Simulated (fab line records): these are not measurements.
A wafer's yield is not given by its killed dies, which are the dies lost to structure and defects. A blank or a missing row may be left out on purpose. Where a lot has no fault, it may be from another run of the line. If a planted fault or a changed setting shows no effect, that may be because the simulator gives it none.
The tool behind it: which one? -- flow nand harc -- 14 lots with 42 wafers sampled at 4 steps, on a route of 1302 steps

## WHAT THE GAUGES READ, wafer by wafer
The record lacks any reading of a measuring or inspecting step that a usual standard deviation could be used to judge.

## EACH LOT AND THE TOOL THAT RAN IT (in order: tool; ch and the chambers of the sampled wafers; start)
lot,NHARC_A_STAIRCASE_TRIM_22,NHARC_A_STAIRCASE_TRIM_24,NHARC_A_STAIRCASE_EXPOSE_181,NHARC_A_STAIRCASE_ETCH_190
L473,"rie diel-05 ch 0,2,3, day 15 09:11 or earlier","rie diel-05 ch 0,2,3, day 15 09:11 or earlier","krf scanner-02 ch 0, day 15 09:11","rie diel-09 ch 1,2,3, no start"
L474,"rie diel-09 ch 1,3, day 16 03:13 or earlier","rie diel-09 ch 0,2, day 16 03:13 or earlier","krf scanner-03 ch 0, day 16 03:13","rie diel-09 ch 0,2,3, no start"
L475,"rie diel-05 ch 1,2, day 16 04:26 or earlier","rie diel-05 ch 0,1, day 16 04:26 or earlier","krf scanner-03 ch 0, day 16 04:26","rie diel-09 ch 1,2,3, no start"
L478,"rie diel-09 ch 2,3, day 18 01:31 or earlier","rie diel-09 ch 1,2, day 18 01:31 or earlier","krf scanner-02 ch 0, day 18 01:31","rie diel-09 ch 1,2, no start"
L481,"rie diel-05 ch 2,3, day 19 14:52 or earlier","rie diel-05 ch 0,2,3, day 19 14:52 or earlier","krf scanner-02, day 19 14:52","rie diel-05 ch 0,2,3, no start"
L483,"rie diel-09 ch 0,1,3, day 20 09:26 or earlier","rie diel-09 ch 0,1,2, day 20 09:26 or earlier","krf scanner-01, day 20 09:26","rie diel-09 ch 0,1,2, no start"
L487,"rie diel-11 ch 1,3, day 21 20:35 or earlier","rie diel-11 ch 0,2,3, day 21 20:35 or earlier","krf scanner-03 ch 0, day 21 20:35","rie diel-11 ch 2,3, no start"
L489,"rie diel-11 ch 2,3, day 22 00:52 or earlier","rie diel-11 ch 1,2,3, day 22 00:52 or earlier","krf scanner-01 ch 0, day 22 00:52","rie diel-05 ch 1,3, no start"
L488,"rie diel-11 ch 1,3, day 22 01:13 or earlier","rie diel-11 ch 1,2, day 22 01:13 or earlier","krf scanner-02 ch 0, day 22 01:13","rie diel-11 ch 0,1,2, no start"
L490,"rie diel-09 ch 1,2,3, day 23 02:02 or earlier","rie diel-09 ch 0,1,3, day 23 02:02 or earlier","krf scanner-01 ch 0, day 23 02:02","rie diel-09 ch 0,1, no start"
L491,"rie diel-05 ch 0,1,2, day 23 07:22 or earlier","rie diel-05 ch 1,2,3, day 23 07:22 or earlier","krf scanner-01 ch 0, day 23 07:22","rie diel-11 ch 0,1,3, no start"
L492,"rie diel-09 ch 0,1,2, day 23 20:43 or earlier","rie diel-09 ch 0,1,2, day 23 20:43 or earlier","krf scanner-02 ch 0, day 23 20:43","rie diel-09 ch 0,1,2, no start"
L495,"rie diel-05 ch 0,1,3, day 24 14:08 or earlier","rie diel-05 ch 0,1, day 24 14:08 or earlier","krf scanner-01 ch 0, day 24 14:08","rie diel-05 ch 1,3, no start"
L494,"rie diel-11 ch 0,2,3, day 24 14:37 or earlier","rie diel-11 ch 1,2,3, day 24 14:37 or earlier","krf scanner-03 ch 0, day 24 14:37","rie diel-11 ch 0,1,3, no start"
- NHARC_A_STAIRCASE_TRIM_22: chemistry O2, time 211.2 s.
- NHARC_A_STAIRCASE_TRIM_24: chemistry O2, time 211.2 s.
- NHARC_A_STAIRCASE_EXPOSE_181: exposes mask STAIR 2.
- NHARC_A_STAIRCASE_ETCH_190: etches the open film in C4F8/O2, target depth 100 nm, time 40.5 s.

## AS READ BY THE TOOLS THEMSELVES (means over the sampled wafers that have a number; for cases with no such wafer, the mark the record gives instead)
NHARC_A_STAIRCASE_TRIM_22. Usual: drypump motor current A 5.70 A, standard deviation 0.28; o2 flow sccm 500.0 sccm, standard deviation 1.6; oes product au 0.997 a.u., standard deviation 0.0084; rf vpp V 57.8 V, standard deviation 1; showerhead plenum p Torr 3.51 Torr, standard deviation 0.17; throttle valve pct 17.036 %, standard deviation 0.0092.
lot,tool,drypump motor current A (A),o2 flow sccm (sccm),oes product au (a.u.),rf vpp V (V),showerhead plenum p Torr (Torr),throttle valve pct (%),flag
L473,rie diel-05,5.90,500.7,0.992,57.4,3.52,17.043,
L474,rie diel-09,5.44,500.1,0.988,57.9,3.52,17.036,
L475,rie diel-05,5.87,499.8,0.998,57.5,3.43,17.026,
L478,rie diel-09,5.50,499.6,1.002,56.5,3.40,17.042,
L481,rie diel-05,6.07,497.9,1.008,58.7,3.59,17.033,
L483,rie diel-09,5.37,500.7,1.000,57.7,3.38,17.038,
L487,rie diel-11,5.56,498.8,1.006,57.0,3.38,17.042,
L489,rie diel-11,5.81,498.3,0.994,58.2,3.58,17.028,
L488,rie diel-11,5.54,500.8,1.004,58.5,3.37,17.040,
L490,rie diel-09,5.54,500.3,0.998,58.0,3.66,17.038,
L491,rie diel-05,5.80,500.4,0.991,58.6,3.41,17.020,
L492,rie diel-09,5.53,499.1,0.995,57.4,3.66,17.039,
L495,rie diel-05,5.79,499.1,0.991,57.1,3.39,17.033,
L494,rie diel-11,5.91,499.8,0.994,57.4,3.51,17.039,

NHARC_A_STAIRCASE_TRIM_24. Usual: drypump motor current A 5.71 A, standard deviation 0.28; o2 flow sccm 500.0 sccm, standard deviation 1.5; oes product au 0.999 a.u., standard deviation 0.0086; rf vpp V 57.8 V, standard deviation 0.84; showerhead plenum p Torr 3.51 Torr, standard deviation 0.17; throttle valve pct 17.035 %, standard deviation 0.0086.
lot,tool,drypump motor current A (A),o2 flow sccm (sccm),oes product au (a.u.),rf vpp V (V),showerhead plenum p Torr (Torr),throttle valve pct (%),flag
L473,rie diel-05,5.90,498.8,0.998,57.7,3.52,17.041,
L474,rie diel-09,5.62,498.6,0.995,56.8,3.50,17.026,
L475,rie diel-05,5.73,501.5,1.007,57.1,3.34,17.027,
L478,rie diel-09,5.72,500.4,0.991,57.6,3.61,17.028,
L481,rie diel-05,5.89,499.2,0.986,57.7,3.50,17.030,
L483,rie diel-09,5.54,500.9,0.999,57.5,3.49,17.039,
L487,rie diel-11,5.90,499.2,0.998,57.2,3.53,17.030,
L489,rie diel-11,5.75,499.5,1.000,58.2,3.53,17.031,
L488,rie diel-11,5.66,499.8,1.010,58.3,3.49,17.027,
L490,rie diel-09,5.36,502.3,1.002,58.7,3.73,17.032,
L491,rie diel-05,5.95,500.8,0.998,57.4,3.48,17.036,
L492,rie diel-09,5.54,501.0,1.003,58.3,3.66,17.040,
L495,rie diel-05,5.65,499.8,1.002,57.1,3.31,17.031,
L494,rie diel-11,5.75,500.9,1.001,58.2,3.51,17.034,

NHARC_A_STAIRCASE_EXPOSE_181. Usual: exposure dose mJ cm2 27.870, standard deviation 0.026; focus offset nm 0.0 nm, standard deviation 0.45.
lot,tool,exposure dose mJ cm2,focus offset nm (nm),flag
L473,krf scanner-02,27.857,0.1,
L474,krf scanner-03,27.865,-0.2,
L475,krf scanner-03,27.882,-0.3,
L478,krf scanner-02,27.885,0.3,
L481,krf scanner-02,-,-,OFF
L483,krf scanner-01,-,-,OFF
L487,krf scanner-03,27.894,0.0,
L489,krf scanner-01,27.887,0.0,
L488,krf scanner-02,27.881,0.3,
L490,krf scanner-01,27.869,0.1,
L491,krf scanner-01,27.873,0.6,
L492,krf scanner-02,27.842,0.1,
L495,krf scanner-01,27.833,-0.6,
L494,krf scanner-03,27.871,-0.3,

NHARC_A_STAIRCASE_ETCH_190. Usual: oes product au 0.942 a.u., standard deviation 0.011; rf vpp V 894 V, standard deviation 6.4.
lot,tool,oes product au (a.u.),rf vpp V (V),flag
L473,rie diel-09,0.944,896,
L474,rie diel-09,0.936,890,
L475,rie diel-09,0.947,896,
L478,rie diel-09,0.939,899,
L481,rie diel-05,0.941,895,
L483,rie diel-09,0.944,894,
L487,rie diel-11,0.933,901,
L489,rie diel-05,0.939,893,
L488,rie diel-11,0.943,893,
L490,rie diel-09,0.942,904,
L491,rie diel-11,0.947,890,
L492,rie diel-09,0.938,901,
L495,rie diel-05,0.946,891,
L494,rie diel-11,0.940,890,

## THE ANSWER, worked out from the rows above alone
Rule: a lot counts as off when the mean over its wafers that have a number is more than 3 standard deviations away from the usual mean. Also off: a lot with no number at a reading for which 4 or more lots have one. The other lots that the step has rows for count as sound. Order of review: gauges by route order, followed by the tools' own readings, for which a lot's mean as printed above is used. At the first step where some lot is off, the reading lying furthest off is the one used; lots without a number count as furthest.
Off: L481, L483, at NHARC_A_STAIRCASE_EXPOSE_181 (exposure dose mJ cm2). Without a number there: L481, L483.
A tool fits if, at that step or a process step before it, it ran every lot that is off, and no sound lot after the first of them. With no start given for some of its lots, NHARC_A_STAIRCASE_TRIM_22 uses the hours and lot order of NHARC_A_STAIRCASE_EXPOSE_181. With no start given for some of its lots, NHARC_A_STAIRCASE_TRIM_24 uses the hours and lot order of NHARC_A_STAIRCASE_EXPOSE_181. Not one of the candidates tried fits.

## WHAT THE SIMULATOR PUT IN
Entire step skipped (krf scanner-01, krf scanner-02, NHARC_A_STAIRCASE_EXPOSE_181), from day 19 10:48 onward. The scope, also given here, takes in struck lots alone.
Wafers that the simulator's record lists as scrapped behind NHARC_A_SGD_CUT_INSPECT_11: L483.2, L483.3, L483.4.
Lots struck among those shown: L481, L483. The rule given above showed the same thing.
